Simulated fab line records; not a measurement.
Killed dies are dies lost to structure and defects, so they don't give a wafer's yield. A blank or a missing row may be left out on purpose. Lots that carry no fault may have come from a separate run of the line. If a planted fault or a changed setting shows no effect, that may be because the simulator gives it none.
Matching of chambers | flow n5 finfet | rie diel-04 running N5_MOL_CONTACT_COAG_ETCH_47: 4 sister chambers
The step etches SiNx in CH3F/O2, stops on W, target depth 27 nm. 18 wafers are shown with their chamber, then 9 later ones without.

WAFERS WITH THEIR CHAMBER
wafer  | chamber | showerhead plenum p Torr (Torr) | throttle valve pct (%) | rf vpp V (V)
L075.1 | 3       | 1.95                            | 16.62                  | 305
L075.3 | 1       | 2.07                            | 16.96                  | 292
L075.5 | 2       | 1.95                            | 16.48                  | 308
L076.1 | 3       | 1.95                            | 16.64                  | 306
L076.3 | 1       | 2.07                            | 16.98                  | 291
L076.5 | 0       | 2.08                            | 16.33                  | 311
L078.1 | 2       | 1.94                            | 16.49                  | 307
L078.3 | 1       | 2.07                            | 16.98                  | 292
L078.6 | 2       | 1.94                            | 16.50                  | 306
L080.1 | 1       | 2.07                            | 16.98                  | 292
L080.3 | 3       | 1.95                            | 16.64                  | 306
L080.5 | 3       | 1.95                            | 16.65                  | 304
L083.2 | 0       | 2.07                            | 16.37                  | 310
L083.4 | 3       | 1.95                            | 16.67                  | 304
L083.5 | 3       | 1.95                            | 16.66                  | 306
L090.1 | 3       | 1.94                            | 16.70                  | 305
L090.2 | 0       | 2.07                            | 16.39                  | 310
L090.5 | 0       | 2.07                            | 16.39                  | 311

SIGNATURES (averages over the wafers above)
reading                  | chamber 0 | chamber 1 | chamber 2 | chamber 3 | scatter within a chamber
showerhead plenum p Torr | 2.0725    | 2.0700    | 1.9433    | 1.9486    | 0.00403
throttle valve pct       | 16.3700   | 16.9750   | 16.4900   | 16.6543   | 0.0222
rf vpp V                 | 310.50    | 291.75    | 307.00    | 305.14    | 0.784
Rule: a wafer's distance from a chamber is the root of the sum, over the readings, of the square of ((its reading less the chamber's mean) divided by the reading's scatter). If the next closest chamber is less than 2 further off than the closest, the wafer can't be placed; otherwise it belongs to the closest. The scatter: take each reading less its chamber's mean, square it, sum over the shown wafers, divide by the number of wafers less the number of chambers, and take the root.

WAFERS MISSING THEIR CHAMBER
wafer  | showerhead plenum p Torr (Torr) | throttle valve pct (%) | rf vpp V (V)
L091.2 | 1.94                            | 16.07                  | 306
L091.3 | 2.07                            | 16.40                  | 312
L091.4 | 1.94                            | 16.69                  | 303
L092.2 | 2.07                            | 16.40                  | 310
L092.5 | 1.94                            | 16.09                  | 307
L092.6 | 2.06                            | 17.05                  | 291
L095.1 | 2.07                            | 16.41                  | 309
L095.3 | 1.94                            | 16.09                  | 307
L095.4 | 2.06                            | 16.43                  | 311

EACH ONE'S CHAMBER
wafer  | from the rows above | in truth
L091.2 | 2                   | 2
L091.3 | 0                   | 0
L091.4 | 3                   | 3
L092.2 | 0                   | 0
L092.5 | 2                   | 2
L092.6 | 1                   | 1
L095.1 | 0                   | 0
L095.3 | 2                   | 2
L095.4 | 0                   | 0
Correctly placed: 9 of 9. Can't be placed from these rows: 0. Placed wrongly: 0.
